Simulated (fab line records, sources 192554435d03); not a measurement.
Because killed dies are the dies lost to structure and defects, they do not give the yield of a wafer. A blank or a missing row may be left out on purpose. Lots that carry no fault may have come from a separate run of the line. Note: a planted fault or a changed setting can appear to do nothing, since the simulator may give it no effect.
One fault seen from 3 desks    flow n5Finfet    what lay behind the numbers comes last; until then each desk has only its own

== FROM THE METROLOGY DESK ==
Means of the sampled wafers that have a number, per lot and without regard to the tool the lot ran on: this is what the gauges read. A lot is out of limits, marked OUT, if its mean lies more than 4 standard deviations from the usual mean; the brackets give that distance. It has 11 readings, of which 7 appear: the earliest out of limits, and the ones furthest out on some lot.
Columns: A = DIBL_N at N5_BEOL_M4_RC_MEAS_101, usual 36.2 mV/V; B = IOFF_P at N5_BEOL_M4_RC_MEAS_101, usual 0.22 nA/um; C = ION_P at N5_BEOL_M4_RC_MEAS_101, usual 463 uA/um; D = RS_PWELL at N5_BEOL_M4_RC_MEAS_101, usual 3013 ohm/sq; E = SS_N at N5_BEOL_M4_RC_MEAS_101, usual 71.4 mV/dec; F = SS_P at N5_BEOL_M4_RC_MEAS_101, usual 73.2 mV/dec; G = VT_P at N5_BEOL_M4_RC_MEAS_101, usual -250 mV
lot   first seen here  A     B     C    D                E     F     G
L751  day 8 04:59      36.1  0.17  449  2971             71.4  72.9  -255
L755  day 9 05:44      36.8  0.19  461  3207 (+8.1) OUT  71.5  72.4  -250
L758  day 9 21:27      34.4  0.18  450  3206 (+8.0) OUT  71.1  72.9  -255
L765  day 12 14:43     34.7  0.17  453  3026             70.9  72.7  -256
L772  day 13 06:59     35.6  0.20  458  3045             71.4  73.1  -249
L771  day 13 17:14     38.8  0.22  460  3011             71.6  73.0  -249
L770  day 14 05:20     35.6  0.18  454  3000             71.7  73.2  -252
L773  day 14 11:01     34.7  0.19  465  3023             70.5  72.3  -251
L774  day 15 03:51     36.6  0.22  468  2982             72.0  73.1  -248
This desk reports L755, L758 out of limits; the earliest was L755 at day 9 05:44 (RS_PWELL at N5_BEOL_M4_RC_MEAS_101). L751, L765, L772, L771, L770, L773, L774 stayed within limits.

== TOOL OWNER'S DESK, implanter-02 ==
N5_WELL_APT_IMPLANT_31, tool's own readings: per-lot mean of the sampled wafers with a number, covering each lot this tool ran. A lot is out of limits, marked OUT, if its mean lies more than 4 standard deviations from the usual mean; the brackets give that distance.
Columns: A = beamEnergyKeV at N5_WELL_APT_IMPLANT_31, usual 60.004
lot   first seen here  A
L755  day 2 15:07      51.217 (-99 or more) OUT
L758  day 3 09:48      51.226 (-99 or more) OUT
L771  day 6 16:17      60.038
L772  day 6 22:13      60.017
This desk finds L755, L758 out of limits, L755 being first, at day 2 15:07 (beamEnergyKeV at N5_WELL_APT_IMPLANT_31). L771, L772 stayed within limits.

== THE DEFECT DESK ==
Inspection counts along the route, by lot: the mean over sampled wafers that carry a number. A lot is out of limits, marked OUT, if its mean lies more than 4 standard deviations from the usual mean; the brackets give that distance.
Columns: A = rawDefectCount at N5_PMOS_HMC_CHANNEL_EPI_INSPECT_30, usual 19
lot   first seen here  A
L751  day 1 20:39      20
L755  day 2 20:11      20
L758  day 3 14:51      13
L765  day 5 09:44      21
L770  day 6 14:53      20
L771  day 6 22:11      11
L772  day 7 03:31      19
L773  day 7 08:50      13
L774  day 7 14:49      21
Finding of this desk: none of the 9 lots has anything out of limits.

== BROUGHT TOGETHER ==
An alarm could have come from the tool owner's desk at day 2 15:07, on L755, L758.
An alarm was possible from the metrology desk at day 9 05:44, on L755, L758.
No out-of-limits result turned up at the defect desk.
The defect desk has L755, L758 on record, within its limits.
On implanter-02, each named lot ran N5_WELL_APT_IMPLANT_31.

== WHAT THE SIMULATOR HAD PUT IN ==
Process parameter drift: implanter-02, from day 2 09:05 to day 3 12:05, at N5_WELL_APT_IMPLANT_31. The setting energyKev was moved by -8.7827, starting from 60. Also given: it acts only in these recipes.
Struck lots among those shown: L755, L758.
Hours from the fault's start to each desk's first reading out of limits: the tool owner's desk, 6; the metrology desk, 165.
